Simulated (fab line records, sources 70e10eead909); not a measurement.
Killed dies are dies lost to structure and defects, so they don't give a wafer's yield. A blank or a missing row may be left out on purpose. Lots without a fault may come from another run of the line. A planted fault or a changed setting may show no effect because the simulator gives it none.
Tool commonality check | flow nand_harc | 13 lots, 39 wafers sampled

WHY IT WAS OPENED
At NHARC_A_ONON_D1_THK_MEAS_05 the reading thk_nm is flagged on 2 of 13 lots. Wafers without a fault read 1002 nm, standard deviation 8.8.
Rule: a lot is flagged when every wafer of it that has a number lies more than 4 standard deviations from that mean, or none has a number. The other lots count as sound.

lot  | measured     | on            | thk_nm (nm), wafer by wafer | flag
L826 | day 8 04:55  | film_metro-02 | 1002 1001 1002              |
L827 | day 8 04:56  | film_metro-02 | 994 997 998                 |
L828 | day 8 14:28  | film_metro-01 | 1007 1007 1006              |
L832 | day 9 05:39  | film_metro-02 | 983 984 983                 |
L833 | day 9 19:58  | film_metro-02 | 446 444 444                 | FLAGGED
L835 | day 10 08:11 | film_metro-01 | 437 437 438                 | FLAGGED
L841 | day 11 16:13 | film_metro-02 | 1015 1014 1016              |
L844 | day 11 23:37 | film_metro-01 | 994 995 994                 |
L843 | day 11 23:44 | film_metro-02 | 1000 1000 1001              |
L845 | day 12 13:36 | film_metro-01 | 1001 1002 1001              |
L846 | day 12 17:14 | film_metro-02 | 1000 999 998                |
L847 | day 12 17:16 | film_metro-01 | 1002 1003 1004              |
L848 | day 13 09:49 | film_metro-01 | 1012 1011 1012              |
The numbers of the flagged lots are 441 nm on average: -561 nm against the usual, or -64 standard deviations.

WHICH TOOL RAN EACH LOT
The record holds 1 process step before the reading, out of a route of 1159 steps. In each cell: the tool, then ch and the chambers that the sampled wafers went through, then the start.
lot  | flag    | NHARC_A_ONON_D1_DEP_03
L826 |         | pecvd_onon-04 ch 0, day 8 04:31
L827 |         | pecvd_onon-02 ch 0, day 8 04:29
L828 |         | pecvd_onon-04 ch 0, day 8 14:04
L832 |         | pecvd_onon-03 ch 0, day 9 05:08
L833 | FLAGGED | pecvd_onon-03 ch 0, day 9 19:31
L835 | FLAGGED | pecvd_onon-03 ch 0, day 10 07:40
L841 |         | pecvd_onon-04 ch 0, day 11 15:40
L844 |         | pecvd_onon-02 ch 0, day 11 23:10
L843 |         | pecvd_onon-04 ch 0, day 11 23:13
L845 |         | pecvd_onon-03 ch 0, day 12 13:05
L846 |         | pecvd_onon-03 ch 0, day 12 16:50
L847 |         | pecvd_onon-04 ch 0, day 12 16:46
L848 |         | pecvd_onon-03 ch 0, day 13 09:22
What these steps do:
- NHARC_A_ONON_D1_DEP_03: target thk 1000 nm.
- NHARC_A_ONON_D1_THK_MEAS_05: measures by ellipsometry.

FLAGGED OVER TOTAL, TOOL BY TOOL (the gauges that took the reading come last)
step                        | tool          | lots run | flagged | share of the flagged lots | sound lots run after its first flagged lot
NHARC_A_ONON_D1_DEP_03      | pecvd_onon-02 | 2        | 0       | none                      | -
NHARC_A_ONON_D1_DEP_03      | pecvd_onon-03 | 6        | 2       | all                       | 3 (L845,L846,L848)
NHARC_A_ONON_D1_DEP_03      | pecvd_onon-04 | 5        | 0       | none                      | -
NHARC_A_ONON_D1_THK_MEAS_05 | film_metro-01 | 6        | 1       | some                      | 4 (L844,L845,L847,L848)
NHARC_A_ONON_D1_THK_MEAS_05 | film_metro-02 | 7        | 1       | some                      | 3 (L841,L843,L846)

WHAT THE TABLE ALLOWS
1 row of the table ran every flagged lot: pecvd_onon-03 at NHARC_A_ONON_D1_DEP_03.
- pecvd_onon-03 at NHARC_A_ONON_D1_DEP_03: 2 of its 6 lots flagged. Sound lots ran on it after the first flagged one (L845, L846, L848), which a lasting fault on the whole tool wouldn't allow.
No row of the table ran every flagged lot and no sound lot after the first.

WHAT THE SIMULATOR HAD PUT IN
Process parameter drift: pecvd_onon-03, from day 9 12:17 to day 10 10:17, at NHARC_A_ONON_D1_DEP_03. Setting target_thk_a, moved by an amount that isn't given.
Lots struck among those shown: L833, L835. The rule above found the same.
